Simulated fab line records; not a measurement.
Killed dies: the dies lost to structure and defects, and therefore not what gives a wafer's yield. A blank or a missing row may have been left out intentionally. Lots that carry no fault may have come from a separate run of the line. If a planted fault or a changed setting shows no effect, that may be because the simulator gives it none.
fab line records	flow n5_finfet
record lots=11	wafers=31	last_day=17
route steps=1938 shown BEOL_M8@1374 PASSIVATION@1936
lots that met no fault: from a run of the same line without faults
start_h: hours from the record's first day to the start of the lot's first wafer shown	wait_h: hours since the lot's step before	" the same as in the row above	L1.1+2: several wafers, shown together as one row	- either no value or no given start	* or withheld: withheld	< > ~ a bound
route shown NAME@n: NAME is a module with steps in the file, n the number in the route of the first one	usual: mean and standard deviation over wafers with no fault	same: alike in all rows	chamber/n: place in a boat	sites: readings site by site	_std_site: the values' standard deviation	_edge_site: outer sites' mean less inner sites'	radius_mm: how far each site lies from the wafer's centre	mask NAME#n: copy n	behind: the tool/chamber that last shaped the wafer	hold: cause of the lot's hold/its duration in hours/its outcome	device: names the non-switching transistor (n, p or np)	end of line: the route-end tests of the same wafers	where a step has no rows: the recipe by itself	killed: not the wafer's yield, but the dies lost to structure and defects at the first sort	map: dies across one wafer; x = killed, . = not, _ = none there
set.NAME: the setting as run; set.NAME@STEP: as run at that earlier step	model.NAME: the simulator's own value behind a step, which no gauge read
route steps across a sampled set of lots; one table per step, one row per wafer
services: the hour from which a tool's chamber was out of use, counted from the record's first day as start_h (under 0 if before that day), plus the number of hours and why
## steps
# step N5_BEOL_M8_VIA_ETCH_34
# recipe chemistry=C4F6/O2	target=SiCOH_lowk	target_depth_a=1255	mask_material=SOC	taper_deg=4	time_s=50.5	ion_energy_ev=250	pressure_mtorr=30	source_w=345	bias_w=185	Ar_flow_sccm=300	C4F6_flow_sccm=10	O2_flow_sccm=10
# usual drypump_motor_current_A=5.6/0.43	oes_product_au=0.82/0.08	rf_vpp_V=657/19	showerhead_plenum_p_Torr=2.83/0.087	throttle_valve_pct=20.76/0.19
lot.wafer	tool	chamber	start_h	wait_h	drypump_motor_current_A	oes_product_au	rf_hours_counter_h	rf_vpp_V	showerhead_plenum_p_Torr	throttle_valve_pct
L707.1	rie_diel-06	1	209.25	0.0	6.4	0.88	35	639	2.99	20.64
L707.4	"	2	"	"	5.8	0.85	75	663	2.88	20.75
L707.6	"	3	"	"	5.1	0.85	-	641	2.77	20.84
L709.3	rie_diel-04	3	219.48	0.0	5.1	0.82	103	644	2.77	21.05
L709.5	"	2	"	"	6.0	0.70	-	655	2.81	20.53
L709.6	"	1	"	"	5.9	0.97	-	696	2.93	20.91
L710.1	rie_diel-04	1	244.91	0.0	5.9	0.92	12	697	2.93	20.92
L710.2	"	2	"	"	6.0	0.69	212	654	2.80	20.56
L710.3	"	3	"	"	5.1	0.81	110	643	2.76	21.07
L711.2	rie_diel-01	0	253.97	0.0	5.2	0.80	104	681	2.96	20.80
L711.4	"	1	"	"	5.3	0.96	2	677	2.79	20.83
L711.5	"	2	"	"	5.6	0.82	-	639	2.75	20.67
L714.1	rie_diel-01	0	265.52	0.0	5.2	0.79	108	682	2.96	20.79
L714.3	"	2	"	"	5.6	0.81	88	641	2.75	20.69
L714.4	"	3	"	"	6.2	0.94	15	672	2.75	20.27
L718.3	rie_diel-04	1	285.94	0.0	5.9	0.89	25	695	2.92	20.94
L718.4	"	2	"	"	6.0	0.68	226	654	2.80	20.59
L718.6	"	1	"	"	5.9	0.89	-	695	2.92	20.94
L722.2	rie_diel-06	3	301.64	0.0	5.1	0.81	89	640	2.76	20.88
L722.6	"	2	"	"	5.8	0.81	-	661	2.87	20.80
L723.4	rie_diel-06	2	318.31	0.0	5.8	0.81	-	662	2.86	20.82
L723.6	"	1	"	"	6.3	0.83	-	638	2.97	20.69
L725.2	rie_diel-01	0	329.96	0.0	5.2	0.78	131	680	2.95	20.83
L725.5	"	2	"	"	5.6	0.80	-	639	2.74	20.73
L725.6	"	1	"	"	5.4	0.89	-	675	2.78	20.89
L726.2	rie_diel-06	1	337.96	0.0	6.4	0.82	79	639	2.97	20.68
L726.4	"	2	"	"	5.8	0.80	119	661	2.86	20.81
L726.5	"	3	"	"	5.1	0.79	-	640	2.75	20.90
L727.1	rie_diel-01	3	349.41	0.0	6.1	0.89	46	672	2.74	20.35
L727.2	"	2	"	"	5.6	0.80	116	640	2.74	20.73
L727.3	"	1	"	"	5.3	0.88	37	676	2.78	20.90
# step N5_BEOL_M8_ETCH_41
# recipe chemistry=CH3F/O2	target=SiCN	target_depth_a=319	taper_deg=2	time_s=57.8	ion_energy_ev=120	mask_material=TiN	pressure_mtorr=30	source_w=395	bias_w=75	Ar_flow_sccm=150	CH3F_flow_sccm=30	O2_flow_sccm=20
# usual drypump_motor_current_A=5.6/0.43	oes_product_au=0.82/0.082	rf_vpp_V=297.3/1.5	showerhead_plenum_p_Torr=1.99/0.064	throttle_valve_pct=16.20/0.16
lot.wafer	tool	chamber	start_h	wait_h	drypump_motor_current_A	oes_product_au	rf_hours_counter_h	rf_vpp_V	showerhead_plenum_p_Torr	throttle_valve_pct
L707.1	rie_diel-06	1	-	-	6.3	0.89	35	299.6	2.11	16.08
L707.4	"	2	"	"	5.8	0.86	75	297.8	2.02	16.17
L707.6	"	3	"	"	5.0	0.85	-	296.6	1.95	16.29
L709.3	rie_diel-04	3	-	-	5.2	0.81	103	295.7	1.94	16.41
L709.5	"	2	"	"	6.0	0.69	-	297.4	1.97	16.08
L709.6	"	1	"	"	5.9	0.96	-	298.4	2.06	16.22
L710.1	rie_diel-04	1	-	-	5.9	0.93	12	297.6	2.06	16.21
L710.2	"	2	"	"	6.0	0.70	212	297.1	1.97	16.11
L710.3	"	3	"	"	5.2	0.81	110	295.8	1.94	16.44
L711.2	rie_diel-01	0	-	-	5.2	0.79	104	297.5	2.09	16.23
L711.4	"	1	"	"	5.3	0.96	2	297.3	1.96	16.20
L711.5	"	2	"	"	5.6	0.83	-	295.0	1.93	16.12
L714.1	rie_diel-01	0	-	-	5.2	0.79	108	299.7	2.09	16.24
L714.3	"	2	"	"	5.6	0.81	88	294.7	1.93	16.14
L714.4	"	3	"	"	6.1	0.94	15	295.4	1.93	15.77
L718.3	rie_diel-04	1	-	-	5.9	0.88	26	299.0	2.05	16.24
L718.4	"	2	"	"	6.0	0.68	226	296.0	1.97	16.11
L718.6	"	1	"	"	5.8	0.90	-	298.7	2.05	16.25
L722.2	rie_diel-06	3	-	-	5.0	0.81	89	297.1	1.94	16.34
L722.6	"	2	"	"	5.8	0.82	-	297.4	2.01	16.22
L723.4	rie_diel-06	2	-	-	5.8	0.82	-	297.7	2.01	16.24
L723.6	"	1	"	"	6.3	0.83	-	299.4	2.09	16.17
L725.2	rie_diel-01	0	-	-	5.2	0.78	131	298.0	2.08	16.28
L725.5	"	2	"	"	5.6	0.79	-	296.6	1.92	16.19
L725.6	"	1	"	"	5.3	0.88	-	297.1	1.95	16.26
L726.2	rie_diel-06	1	-	-	6.4	0.82	79	300.1	2.09	16.17
L726.4	"	2	"	"	5.8	0.80	119	297.3	2.01	16.26
L726.5	"	3	"	"	5.0	0.79	-	295.6	1.93	16.37
L727.1	rie_diel-01	3	-	-	6.2	0.89	46	296.1	1.92	15.82
L727.2	"	2	"	"	5.6	0.79	117	296.3	1.92	16.19
L727.3	"	1	"	"	5.3	0.87	37	295.8	1.95	16.28
# step N5_BEOL_M8_ANNEAL_51
# recipe temp_c=225	time_s=90	ambient=N2
# usual anneal_temp_c_max=226.0/0.48	wafer_temp_C_max=225.76/0.18
lot.wafer	tool	chamber	start_h	wait_h	anneal_temp_c_max	wafer_temp_C_max
L707.1	rtp_anneal-02	0	212.14	0.1	225.7	225.98
L707.4	"	0	"	"	226.0	225.70
L707.6	"	0	"	"	226.1	225.79
L709.3	rtp_anneal-02	0	221.74	0.1	225.5	225.77
L709.5	"	0	"	"	225.5	225.54
L709.6	"	0	"	"	225.4	225.90
L710.1	rtp_anneal-02	0	246.72	0.2	225.8	225.77
L710.2	"	0	"	"	225.5	225.66
L710.3	"	0	"	"	225.5	225.81
L711.2	rtp_anneal-01	0	256.63	0.1	226.2	225.63
L711.4	"	0	"	"	226.3	225.59
L711.5	"	0	"	"	226.2	225.54
L714.1	rtp_anneal-02	0	268.37	0.1	225.1	225.91
L714.3	"	0	"	"	225.4	225.55
L714.4	"	0	"	"	225.5	225.85
L718.3	rtp_anneal-01	0	288.48	0.1	226.7	225.53
L718.4	"	0	"	"	226.3	225.60
L718.6	"	0	"	"	226.5	225.80
L722.2	rtp_anneal-01	0	303.65	0.4	226.4	225.63
L722.6	"	0	"	"	226.0	225.84
L723.4	rtp_anneal-01	0	322.13	1.4	226.3	225.87
L723.6	"	0	"	"	226.4	225.93
L725.2	rtp_anneal-01	0	333.29	0.5	226.0	225.92
L725.5	"	0	"	"	226.5	225.88
L725.6	"	0	"	"	226.7	225.41
L726.2	rtp_anneal-02	0	339.98	0.4	225.4	225.67
L726.4	"	0	"	"	226.0	225.90
L726.5	"	0	"	"	225.6	225.96
L727.1	rtp_anneal-02	0	351.61	0.1	225.5	225.72
L727.2	"	0	"	"	225.4	225.69
L727.3	"	0	"	"	225.4	225.84
# step N5_BEOL_M8_DEP_56
# recipe material=SiCN	target_thk_a=100	temp_c=withheld	precursor=3MS/NH3	pressure_torr=3	rf_w=202	time_s=17.5
# usual showerhead_plenum_p_Torr=3.665/0.013	throttle_valve_pct=8.9/0.41
lot.wafer	tool	chamber	start_h	wait_h	showerhead_plenum_p_Torr	throttle_valve_pct
L707.1	pecvd-03	0	212.81	0.0	3.682	8.5
L707.4	"	1	"	"	3.659	9.6
L707.6	"	1	"	"	3.649	9.4
L709.3	pecvd-03	1	222.33	0.0	3.647	9.5
L709.5	"	1	"	"	3.648	9.3
L709.6	"	0	"	"	3.681	8.5
L710.1	pecvd-01	1	247.37	0.0	3.647	9.0
L710.2	"	0	"	"	3.665	8.6
L710.3	"	2	"	"	3.683	8.4
L711.2	pecvd-01	0	257.25	0.0	3.661	8.6
L711.4	"	2	"	"	3.676	9.0
L711.5	"	2	"	"	3.694	8.5
L714.1	pecvd-04	1	269.02	0.0	3.679	10.2
L714.3	"	0	"	"	3.661	8.7
L714.4	"	0	"	"	3.671	8.8
L718.3	pecvd-03	0	289.04	0.0	3.676	8.6
L718.4	"	2	"	"	3.662	8.0
L718.6	"	0	"	"	3.678	8.7
L722.2	pecvd-04	1	304.32	0.0	3.666	10.0
L722.6	"	0	"	"	3.670	8.9
L722.2	pecvd-04	1	304.52	0.2	3.665	9.9
L722.6	"	0	"	"	3.667	8.6
L723.4	pecvd-01	2	322.66	0.0	3.682	8.6
L723.6	"	1	"	"	3.653	9.1
L723.4	pecvd-01	2	322.87	0.2	3.682	8.6
L723.6	"	1	"	"	3.647	9.1
L725.2	pecvd-01	1	333.90	0.0	3.659	9.2
L725.5	"	2	"	"	3.686	8.7
L725.6	"	1	"	"	3.656	9.2
L726.2	pecvd-03	0	340.59	0.0	3.674	9.0
L726.4	"	2	"	"	3.667	8.1
L726.5	"	1	"	"	3.644	8.9
L727.1	pecvd-03	1	352.27	0.0	3.652	9.2
L727.2	"	0	"	"	3.682	9.1
L727.3	"	2	"	"	3.650	8.1
# step N5_PASSIVATION_PROBE_49
# usual defect_limited_yield=91.1/1.4	killed_at_M0_to_M3=34/9.7	killed_at_M4_up=13/5.1	killed_at_contacts=14/6.3	killed_at_front_end=40/11	killed_at_other=3.5/2.7	killed_dies=105/16	killed_open=70/12	killed_short=34/7.8	sort_bin_4_leakage=0.02/0.13	sort_bin_5_function=5.2/0.88	sort_bin_6_memory=3.3/0.7	sort_n_pass=1074/17	sort_yield_pct=91.0/1.5
# same gross_dies=1180	killed_at_back_side=0	sort_bin_8_speed[%]=0
lot.wafer	tool	chamber	start_h	wait_h	defect_limited_yield[%]	killed_at_M0_to_M3	killed_at_M4_up	killed_at_contacts	killed_at_front_end	killed_at_other	killed_dies	killed_open	killed_short	sort_bin_4_leakage[%]	sort_bin_5_function[%]	sort_bin_6_memory[%]	sort_n_pass	sort_yield_pct[%]
L707.1	prober-01	-	280.91	0.0	91.1	50	9	6	39	1	105	73	32	0	5.6	2.7	1075	91.1
L707.4	prober-01	-	281.06	0.2	91.3	41	9	17	34	2	103	70	33	1.53	5.1	3.4	1059	89.7
L707.6	prober-01	-	281.16	0.3	87.8	48	16	18	60	2	144	98	46	0	6.6	5.3	1036	87.8
L709.3	prober-01	-	291.88	0.1	90.6	43	8	17	43	0	111	71	35	0	6.4	2.2	1069	90.6
L709.5	prober-01	-	291.98	0.2	91.7	29	8	18	42	1	98	65	32	0	4.9	3.2	1082	91.7
L709.6	prober-01	-	292.03	0.3	91.4	25	7	31	37	1	101	70	31	0	5.3	2.6	1079	91.4
L710.1	prober-01	-	307.65	0.0	91.7	42	16	13	26	1	98	62	34	0	4.5	3.4	1082	91.7
L710.2	prober-01	-	307.70	0.1	92.1	35	19	7	30	2	93	63	30	0	5.3	2.3	1087	92.1
L710.3	prober-01	-	307.75	0.1	90.5	35	16	20	39	2	112	75	35	0	4.4	4.7	1068	90.5
L711.2	prober-01	-	320.92	0.1	89.4	27	6	29	61	2	125	80	42	0	5.5	4.5	1055	89.4
L711.4	prober-01	-	321.02	0.2	91.4	37	17	7	39	2	102	59	40	0	4.2	4.3	1078	91.4
L711.5	prober-01	-	321.07	0.2	91.0	38	13	17	31	7	106	71	35	0	5.3	3.4	1074	91.0
L714.1	prober-02	-	339.04	0.0	93.5	21	11	4	41	0	77	48	29	0	3.7	2.5	1103	93.5
L714.3	prober-02	-	339.14	0.1	93.1	22	9	4	42	4	81	48	33	0	4.1	2.5	1099	93.1
L714.4	prober-02	-	339.19	0.2	90.8	35	15	15	37	6	108	64	35	0	5.2	2.9	1072	90.8
L718.3	prober-01	-	357.51	0.1	92.9	28	10	14	27	5	84	60	23	0	4.2	2.5	1096	92.9
L718.4	prober-01	-	357.56	0.2	92.4	26	5	7	42	10	90	66	24	0	4.4	3.1	1090	92.4
L718.6	prober-01	-	357.66	0.3	92.7	36	10	5	30	5	86	57	27	0	4.7	2.2	1094	92.7
L722.2	prober-01	-	371.55	0.1	90.8	34	16	6	50	2	108	71	37	0	5.6	3.4	1072	90.8
L722.6	prober-01	-	371.75	0.3	92.2	40	9	7	33	3	92	67	25	0	4.2	3.4	1088	92.2
L723.4	prober-01	-	387.01	0.2	90.5	32	14	22	39	5	112	73	36	0.08	5.5	3.4	1067	90.4
L723.6	prober-01	-	387.11	0.3	89.4	40	17	19	41	8	125	77	38	0	6.1	3.5	1055	89.4
L725.2	prober-01	-	398.84	0.1	91.2	39	6	14	43	2	104	75	29	0	5.8	2.8	1076	91.2
L725.5	prober-01	-	398.99	0.2	93.1	38	8	13	15	8	82	50	27	0	4.2	2.5	1098	93.1
L725.6	prober-01	-	399.04	0.3	91.4	38	12	16	22	14	102	62	38	0	5.2	3.0	1078	91.4
L726.2	prober-01	-	403.13	0.1	88.7	40	16	6	68	3	133	89	44	0	6.2	4.4	1047	88.7
L726.4	prober-01	-	403.23	0.2	92.5	24	16	3	45	0	88	51	37	0	4.5	2.5	1092	92.5
L726.5	prober-01	-	403.28	0.2	93.1	23	14	4	39	1	81	49	31	0	3.7	2.8	1099	93.1
L727.1	prober-01	-	407.51	0.0	91.2	31	10	10	52	1	104	73	29	0	5.3	3.1	1076	91.2
L727.2	prober-01	-	407.56	0.1	92.4	30	12	7	39	2	90	62	28	0	4.9	2.6	1090	92.4
L727.3	prober-01	-	407.61	0.1	92.3	31	8	9	40	3	91	58	33	0	4.7	2.5	1089	92.3
# killed by level:class
L707.1 BEOL_M0_SAQP:geometric_particle:open=12 FIN_SAQP:geometric_particle:open=10 BEOL_M2:geometric_particle:open=9 BEOL_M3:geometric_particle:open=9 BEOL_M4:geometric_particle:open=8 GATE_CUT:geometric_particle:open=7 FIN_SAQP:geometric_particle:short=6 BEOL_M0_SAQP:geometric_particle:short=6
L707.4 MOL_CONTACT_COAG:geometric_particle:open=14 BEOL_M0_SAQP:geometric_particle:open=14 STI_FIN_REVEAL:geometric_particle:open=10 BEOL_M0_SAQP:geometric_particle:short=6 BEOL_M3:geometric_particle:open=6 STI_FIN_REVEAL:geometric_particle:short=4 BEOL_M2:geometric_particle:open=4 BEOL_M3:geometric_particle:short=4
L707.6 FIN_SAQP:geometric_particle:open=18 STI_FIN_REVEAL:geometric_particle:open=15 BEOL_M0_SAQP:geometric_particle:open=14 BEOL_M2:geometric_particle:open=12 MOL_CONTACT_COAG:geometric_particle:open=11 MOL_CONTACT_COAG:geometric_particle:short=7 FIN_SAQP:geometric_particle:short=6 STI_FIN_REVEAL:geometric_particle:short=6
L709.3 BEOL_M0_SAQP:geometric_particle:short=15 MOL_CONTACT_COAG:geometric_particle:open=14 BEOL_M0_SAQP:geometric_particle:open=13 DUMMY_GATE:geometric_particle:open=10 BEOL_M2:geometric_particle:open=7 FIN_SAQP:geometric_particle:open=5 FIN_SAQP:geometric_particle:short=5 GATE_CUT:geometric_particle:short=5
L709.5 MOL_CONTACT_COAG:geometric_particle:open=14 BEOL_M0_SAQP:geometric_particle:open=12 DUMMY_GATE:geometric_particle:open=9 FIN_SAQP:geometric_particle:open=7 BEOL_M0_SAQP:geometric_particle:short=6 DUMMY_GATE:geometric_particle:short=5 BEOL_M2:geometric_particle:open=5 STARTING-WAFER:geometric_particle:open=5
L709.6 MOL_CONTACT_COAG:geometric_particle:open=25 FIN_SAQP:geometric_particle:open=9 BEOL_M0_SAQP:geometric_particle:short=8 BEOL_M0_SAQP:geometric_particle:open=8 FIN_SAQP:geometric_particle:short=7 DUMMY_GATE:geometric_particle:open=6 MOL_CONTACT_COAG:geometric_particle:short=6 BEOL_M4:geometric_particle:open=6
L710.1 BEOL_M0_SAQP:geometric_particle:short=12 BEOL_M3:geometric_particle:open=10 MOL_CONTACT_COAG:geometric_particle:open=9 BEOL_M0_SAQP:geometric_particle:open=9 BEOL_M4:geometric_particle:open=9 FIN_SAQP:geometric_particle:short=4 FIN_SAQP:geometric_particle:open=4 STI_FIN_REVEAL:geometric_particle:open=4
L710.2 STI_FIN_REVEAL:geometric_particle:open=10 BEOL_M4:geometric_particle:open=9 BEOL_M0_SAQP:geometric_particle:short=8 FIN_SAQP:geometric_particle:open=7 MOL_CONTACT_COAG:geometric_particle:open=7 BEOL_M0_SAQP:geometric_particle:open=7 BEOL_M3:geometric_particle:open=6 BEOL_M2:geometric_particle:open=6
L710.3 MOL_CONTACT_COAG:geometric_particle:open=17 STI_FIN_REVEAL:geometric_particle:open=16 BEOL_M0_SAQP:geometric_particle:short=11 BEOL_M4:geometric_particle:open=10 BEOL_M0_SAQP:geometric_particle:open=7 BEOL_M2:geometric_particle:open=5 BEOL_M3:geometric_particle:open=4 GATE_CUT:geometric_particle:short=4
L711.2 MOL_CONTACT_COAG:geometric_particle:open=24 BEOL_M1:geometric_particle:open=13 STI_FIN_REVEAL:geometric_particle:open=10 GATE_CUT:geometric_particle:short=10 FIN_SAQP:geometric_particle:short=9 FIN_SAQP:geometric_particle:open=7 DUMMY_GATE:geometric_particle:open=7 GATE_CUT:geometric_particle:open=5
L711.4 STI_FIN_REVEAL:geometric_particle:open=9 GATE_CUT:geometric_particle:short=9 BEOL_M2:geometric_particle:short=9 DUMMY_GATE:geometric_particle:open=6 BEOL_M5:geometric_particle:open=6 BEOL_M3:geometric_particle:open=6 BEOL_M0_SAQP:geometric_particle:short=5 GATE_CUT:geometric_particle:open=4
L711.5 STI_FIN_REVEAL:geometric_particle:open=12 BEOL_M1:geometric_particle:open=11 MOL_CONTACT_COAG:geometric_particle:open=9 BEOL_M3:geometric_particle:open=8 MOL_CONTACT_COAG:geometric_particle:short=8 BEOL_M4:geometric_particle:open=7 FIN_SAQP:geometric_particle:short=6 BEOL_M2:geometric_particle:open=6
L714.1 STI_FIN_REVEAL:geometric_particle:open=13 FIN_SAQP:geometric_particle:short=8 BEOL_M0_SAQP:geometric_particle:short=6 BEOL_M0_SAQP:geometric_particle:open=5 BEOL_M4:geometric_particle:open=5 FIN_SAQP:geometric_particle:open=4 BEOL_M1:geometric_particle:open=4 STARTING-WAFER:geometric_particle:short=3
L714.3 BEOL_M0_SAQP:geometric_particle:open=8 FIN_SAQP:geometric_particle:open=6 FIN_SAQP:geometric_particle:short=6 STI_FIN_REVEAL:geometric_particle:open=6 ILD0:geometric_particle:open=6 BEOL_M0_SAQP:geometric_particle:short=6 MOL_CONTACT_COAG:geometric_particle:open=4 BEOL_M4:geometric_particle:open=4
L714.4 MOL_CONTACT_COAG:geometric_particle:open=13 BEOL_M0_SAQP:geometric_particle:short=10 BEOL_M0_SAQP:geometric_particle:open=9 HKMG_FIN:area_etch=9 STI_FIN_REVEAL:geometric_particle:open=6 BEOL_M2:geometric_particle:open=6 FIN_SAQP:geometric_particle:open=4 BEOL_M3:geometric_particle:open=4
L718.3 MOL_CONTACT_COAG:geometric_particle:open=14 BEOL_M2:geometric_particle:open=8 BEOL_M0_SAQP:geometric_particle:short=7 FIN_SAQP:geometric_particle:open=6 BEOL_M0_SAQP:geometric_particle:open=6 FIN_SAQP:geometric_particle:short=4 BEOL_M1:geometric_particle:open=4 DUMMY_GATE:geometric_particle:open=3
L718.4 STI_FIN_REVEAL:geometric_particle:open=14 FIN_SAQP:geometric_particle:open=6 BEOL_M2:geometric_particle:open=6 BEOL_M3:geometric_particle:open=6 MOL_CONTACT_COAG:geometric_particle:open=5 DUMMY_GATE:geometric_particle:open=4 MIM_TOP_ETCH:geometric_particle:open=4 BEOL_M0_SAQP:geometric_particle:open=4
L718.6 BEOL_M1:geometric_particle:open=9 STI_FIN_REVEAL:geometric_particle:open=8 BEOL_M0_SAQP:geometric_particle:short=7 BEOL_M2:geometric_particle:open=7 FIN_SAQP:geometric_particle:short=6 BEOL_M0_SAQP:geometric_particle:open=6 MOL_CONTACT_COAG:geometric_particle:open=5 FIN_SAQP:geometric_particle:open=4
L722.2 FIN_SAQP:geometric_particle:open=9 BEOL_M0_SAQP:geometric_particle:open=9 BEOL_M0_SAQP:geometric_particle:short=9 DUMMY_GATE:geometric_particle:open=7 STI_FIN_REVEAL:geometric_particle:open=6 MOL_CONTACT_COAG:geometric_particle:open=6 BEOL_M3:geometric_particle:open=6 FIN_SAQP:geometric_particle:short=5
L722.6 BEOL_M3:geometric_particle:open=11 FIN_SAQP:geometric_particle:open=10 BEOL_M0_SAQP:geometric_particle:open=9 BEOL_M0_SAQP:geometric_particle:short=9 STI_FIN_REVEAL:geometric_particle:open=7 DUMMY_GATE:geometric_particle:open=6 BEOL_M4:geometric_particle:open=6 BEOL_M2:geometric_particle:open=5
L723.4 MOL_CONTACT_COAG:geometric_particle:open=17 BEOL_M3:geometric_particle:open=12 STI_FIN_REVEAL:geometric_particle:open=9 BEOL_M0_SAQP:geometric_particle:open=6 FIN_SAQP:geometric_particle:open=5 FIN_SAQP:geometric_particle:short=5 MOL_CONTACT_COAG:geometric_particle:short=5 BEOL_M0_SAQP:geometric_particle:short=5
L723.6 BEOL_M2:geometric_particle:open=14 MOL_CONTACT_COAG:geometric_particle:open=12 HKMG_FIN:area_etch=7 FIN_SAQP:geometric_particle:short=6 MOL_CONTACT_COAG:geometric_particle:short=6 BEOL_M1:geometric_particle:open=6 BEOL_M4:geometric_particle:open=6 STI_FIN_REVEAL:geometric_particle:open=5
L725.2 STI_FIN_REVEAL:geometric_particle:open=22 MOL_CONTACT_COAG:geometric_particle:open=12 BEOL_M3:geometric_particle:open=10 BEOL_M0_SAQP:geometric_particle:open=8 BEOL_M0_SAQP:geometric_particle:short=8 STI_FIN_REVEAL:geometric_particle:short=7 BEOL_M2:geometric_particle:open=5 FIN_SAQP:geometric_particle:short=3
L725.5 BEOL_M0_SAQP:geometric_particle:short=12 MOL_CONTACT_COAG:geometric_particle:open=11 BEOL_M3:geometric_particle:open=9 BEOL_M0_SAQP:geometric_particle:open=8 MIM_TOP_ETCH:geometric_particle:short=4 ILD0:geometric_particle:short=3 BEOL_M1:geometric_particle:open=3 BEOL_M2:geometric_particle:open=3
L725.6 MOL_CONTACT_COAG:geometric_particle:open=13 BEOL_M1:geometric_particle:open=10 BEOL_M3:geometric_particle:open=6 GATE_CUT:geometric_particle:short=6 BEOL_M0_SAQP:geometric_particle:short=5 MIM_TOP_ETCH:geometric_particle:short=5 BEOL_M2:geometric_particle:open=5 BEOL_M0_SAQP:geometric_particle:open=4
L726.2 FIN_SAQP:geometric_particle:short=19 FIN_SAQP:geometric_particle:open=19 BEOL_M2:geometric_particle:open=15 BEOL_M1:geometric_particle:open=14 STI_FIN_REVEAL:geometric_particle:open=8 MOL_CONTACT_COAG:geometric_particle:open=6 GATE_CUT:geometric_particle:short=6 BEOL_M3:geometric_particle:open=4
L726.4 FIN_SAQP:geometric_particle:open=10 FIN_SAQP:geometric_particle:short=7 BEOL_M0_SAQP:geometric_particle:open=6 BEOL_M1:geometric_particle:open=6 STI_FIN_REVEAL:geometric_particle:open=5 GATE_CUT:geometric_particle:short=5 BEOL_M4:geometric_particle:short=5 STARTING-WAFER:geometric_particle:short=5
L726.5 FIN_SAQP:geometric_particle:open=13 FIN_SAQP:geometric_particle:short=9 BEOL_M1:geometric_particle:open=8 BEOL_M4:geometric_particle:short=7 BEOL_M0_SAQP:geometric_particle:open=5 BEOL_M2:geometric_particle:open=5 STI_FIN_REVEAL:geometric_particle:open=4 DUMMY_GATE:geometric_particle:short=3
L727.1 FIN_SAQP:geometric_particle:open=14 FIN_SAQP:geometric_particle:short=10 BEOL_M0_SAQP:geometric_particle:open=10 MOL_CONTACT_COAG:geometric_particle:open=9 STI_FIN_REVEAL:geometric_particle:open=6 BEOL_M3:geometric_particle:open=6 BEOL_M0_SAQP:geometric_particle:short=4 BEOL_M2:geometric_particle:open=4
L727.2 FIN_SAQP:geometric_particle:open=10 BEOL_M0_SAQP:geometric_particle:open=9 BEOL_M4:geometric_particle:open=7 FIN_SAQP:geometric_particle:short=5 MOL_CONTACT_COAG:geometric_particle:open=5 BEOL_M1:geometric_particle:open=5 BEOL_M2:geometric_particle:open=5 STI_FIN_REVEAL:geometric_particle:open=4
L727.3 FIN_SAQP:geometric_particle:short=17 FIN_SAQP:geometric_particle:open=9 BEOL_M3:geometric_particle:open=9 MOL_CONTACT_COAG:geometric_particle:open=7 BEOL_M0_SAQP:geometric_particle:open=6 BEOL_M1:geometric_particle:open=6 DUMMY_GATE:geometric_particle:open=5 GATE_CUT:geometric_particle:short=4
## services
tool	chamber	start_h	hours	kind
rie_diel-04	3	185.80	9.3	repair
rie_diel-01	3	205.59	-	clean
rie_diel-01	3	205.59	-	consumable_replace:focus_ring
rie_diel-01	3	205.59	19.6	scheduled_down
rie_diel-01	3	205.59	19.6	vent_cycle
rie_diel-06	-	221.57	2.8	pm
pecvd-01	-	224.41	0.5	repair
rie_diel-01	1	225.32	-	clean
rie_diel-01	1	225.32	-	consumable_replace:focus_ring
rie_diel-01	1	225.32	22.4	scheduled_down
rie_diel-01	1	225.32	22.4	vent_cycle
rtp_anneal-02	-	235.34	1.0	pm
pecvd-01	1	254.45	48.9	repair
rie_diel-06	-	256.88	0.1	repair
pecvd-01	2	264.95	6.6	repair
rie_diel-01	-	284.58	0.4	repair
pecvd-03	-	299.39	28.1	pm
rie_diel-06	0	311.12	-	clean
rie_diel-06	0	311.12	-	consumable_replace:esc
rie_diel-06	0	311.12	-	consumable_replace:focus_ring
rie_diel-06	0	311.12	22.7	scheduled_down
rie_diel-06	0	311.12	22.7	vent_cycle
pecvd-03	-	334.70	0.7	repair
rie_diel-01	2	337.34	4.5	repair
## key
first_sign step=N5_BEOL_M8_DEP_56	reading=visit	direction=added
effect none on later readings
met_at N5_BEOL_M8_DEP_56
struck_lots L722,L723
not_acting_at N5_BEOL_M8_VIA_ETCH_34,N5_BEOL_M8_ETCH_41,N5_BEOL_M8_ANNEAL_51
fault kind=repeated_step_whole	tool=pecvd-01,pecvd-03,pecvd-04	chamber=-	onset_h=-	steps=N5_BEOL_M8_DEP_56	times=1	scope=struck_lots_only
